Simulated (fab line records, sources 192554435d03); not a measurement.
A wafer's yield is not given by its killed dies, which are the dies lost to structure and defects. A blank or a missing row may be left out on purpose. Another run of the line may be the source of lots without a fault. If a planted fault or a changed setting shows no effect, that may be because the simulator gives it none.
Chamber matching -- flow n5Finfet -- N5_HKMG_FIN_ALD_21 on aldMetal-03: 4 sister chambers
The step deposits TiN, target thk 1.5 nm, pulse time 1 s, purge time 3 s. 8 wafers are shown with their chamber, then 11 later ones without.

WAFERS PAIRED WITH THEIR CHAMBERS
wafer,chamber,heaterPowerW (W),chamberPressureTorr (Torr)
L079.3,3,894,3.000
L080.1,1,1013,2.999
L086.2,2,1004,3.003
L086.5,0,764,3.000
L087.2,0,799,3.005
L087.4,2,1007,2.990
L087.6,1,1012,2.998
L091.2,3,852,2.985

WAFERS WITH NO CHAMBER GIVEN
wafer,heaterPowerW (W),chamberPressureTorr (Torr)
L091.4,791,2.987
L091.6,816,3.005
L092.2,1016,3.004
L092.5,814,3.011
L092.6,1014,3.004
L094.4,1004,2.985
L094.5,769,2.996
L094.6,1002,2.995
L097.1,1022,2.984
L097.4,851,3.002
L097.5,1026,2.999

EACH ONE'S CHAMBER
wafer,from the rows above,in truth
L091.4,0,0
L091.6,can't be placed: 0 or 3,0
L092.2,can't be placed: 1 or 2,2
L092.5,can't be placed: 0 or 3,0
L092.6,can't be placed: 1 or 2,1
L094.4,can't be placed: 2 or 1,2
L094.5,0,0
L094.6,can't be placed: 2 or 1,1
L097.1,can't be placed: 2 or 1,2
L097.4,can't be placed: 3 or 0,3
L097.5,can't be placed: 1 or 2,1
Correct placement for 2 of the 11. Cannot be placed on the basis of these rows: 9; the candidates contain the true chamber in 9. 0 placed wrongly.
How it was worked out, from the rows above alone: a wafer's distance from a chamber is the root of the sum, over the readings, of the square of ((its reading less the chamber's mean) divided by the reading's scatter). The wafer belongs to the nearest chamber; if the next one is less than 2 further off, it can't be placed. For every chamber, the mean is computed from those of its wafers that are shown. The scatter: take each reading less its chamber's mean, square it, sum over the shown wafers, divide by the number of wafers less the number of chambers, and take the root.
